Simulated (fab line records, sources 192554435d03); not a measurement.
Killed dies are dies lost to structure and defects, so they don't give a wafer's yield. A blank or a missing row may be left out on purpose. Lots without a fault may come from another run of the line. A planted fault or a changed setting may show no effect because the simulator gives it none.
A struck lot beside a sound one | flow n5_finfet | 19 steps out of a route of 1938
Sound: wafers L360.3, L360.5, L360.6. Struck: wafers L372.1, L372.3, L372.5. The cause comes at the end.
At each step with rows: each side's tool, then ch and its chambers, then its first start. Under that, the readings that differ: sound wafers | struck wafers | difference of the means | sigmas: that difference in standard deviations of wafers without a fault.
alike: readings whose means differ by less than 2 such deviations, and words and numbers that are the same on both sides. not compared: withheld readings, readings that some wafer has no value for, bounds like >300 that may hide the same value, and numbers for which the record gives no deviation and whose values overlap.
The two part at a step that has a row with sigmas, a row that says differs or no value, or rows on one side only. Numbers that don't overlap but have no deviation are shown without sigmas and don't part them. A reading that every wafer of one side lacks parts them only if that side has two wafers or more.

first, 6 steps without rows for these wafers: N5_PASSIVATION_EBR_40; N5_PASSIVATION_SOFTBAKE_39 (time 120 s); N5_PASSIVATION_EXPOSE_41 (exposes mask PASS OPEN, defocus 0 nm, target cd 40000 nm); N5_PASSIVATION_PEB_42; N5_PASSIVATION_DEVELOP_43 (develop time 60 s); N5_PASSIVATION_HARDBAKE_45 (time 120 s).
N5_PASSIVATION_CD_MEAS_44: target cd 40000 nm.
  sound on cd_sem-01 ch 0, day 13 01:41; struck on cd_sem-02 ch 0, day 16 06:58
  alike: cd_nm
N5_PASSIVATION_OVL_MEAS_66:
  sound on overlay-01 ch 0, day 13 01:43; struck on overlay-02 ch 0, day 16 07:00
  alike: PASS_OPEN_OVL
N5_PASSIVATION_INSPECT_67: inspects for defects (macro).
  sound on defect_inspect-02, day 13 01:53; struck on defect_inspect-01, day 16 07:01
  alike: raw_defect_count
N5_PASSIVATION_DESCUM_46: chemistry O2, time 7.9 s.
  sound on rie_diel-04 ch 1,2, day 13 02:07; struck on rie_diel-06 ch 2,3, day 16 07:04
  alike: drypump_motor_current_A, oes_product_au, rf_vpp_V, showerhead_plenum_p_Torr, throttle_valve_pct
  not compared: rf_hours_counter_h
N5_PASSIVATION_PASS_ETCH_47: etches SiNx in CF4/O2, target depth 770 nm, time 385 s.
  sound on rie_diel-04 ch 1,2, day 13 02:10; struck on rie_diel-06 ch 2,3, day 16 07:05
  alike: drypump_motor_current_A, oes_product_au, rf_vpp_V, showerhead_plenum_p_Torr, throttle_valve_pct
  not compared: rf_hours_counter_h
N5_PASSIVATION_ETCH_54: etches SiO2 in CHF3/O2, target depth 880 nm, time 440 s.
  sound on rie_diel-04 ch 1,2, day 13 02:23; struck on rie_diel-06 ch 2,3, day 16 07:19
  alike: drypump_motor_current_A, oes_product_au, rf_vpp_V, showerhead_plenum_p_Torr, throttle_valve_pct
  not compared: rf_hours_counter_h
N5_PASSIVATION_STRIP_48: strips in O2.
  sound on rie_diel-04 ch 1,2, day 13 02:41; struck on rie_diel-06 ch 2,3, day 16 07:37
  no value came back on the struck wafers for any of 7 readings (bias_power_w (W), chamber_pressure_mTorr (mTorr) and others); on the sound wafers bias_power_w (W) reads 0 0 0
  not compared: rf_hours_counter_h
then, 4 steps without rows for these wafers: N5_PASSIVATION_STRIP_52 (strips in post etch residue remover, time 1200 s); N5_PASSIVATION_CLEAN_71 (cleans in IPA, time 180 s); N5_PASSIVATION_SRD_72 (time 30 s); N5_PASSIVATION_ANNEAL_56 (time 1800 s).
N5_PASSIVATION_PROBE_49:
  sound on prober-02, day 13 05:17; struck on prober-02, day 16 10:06
  alike: defect_limited_yield, killed_at_M0_to_M3, killed_at_M4_up, killed_at_contacts, killed_at_front_end, killed_at_other, killed_dies, killed_open, killed_short, sort_bin_5_function, sort_bin_6_memory, sort_bin_8_speed, sort_n_pass
N5_PASSIVATION_INSPECT_57: inspects for defects (macro).
  sound on defect_inspect-02, day 13 05:32; struck on defect_inspect-02, day 16 10:28
  reading          | sound | struck    | difference | sigmas
  raw_defect_count | 5 5 1 | 91 105 98 | +94        | +63

WHERE THEY PART
First at N5_PASSIVATION_STRIP_48; last, within this record, at N5_PASSIVATION_INSPECT_57.

WHY: what the simulator had put in
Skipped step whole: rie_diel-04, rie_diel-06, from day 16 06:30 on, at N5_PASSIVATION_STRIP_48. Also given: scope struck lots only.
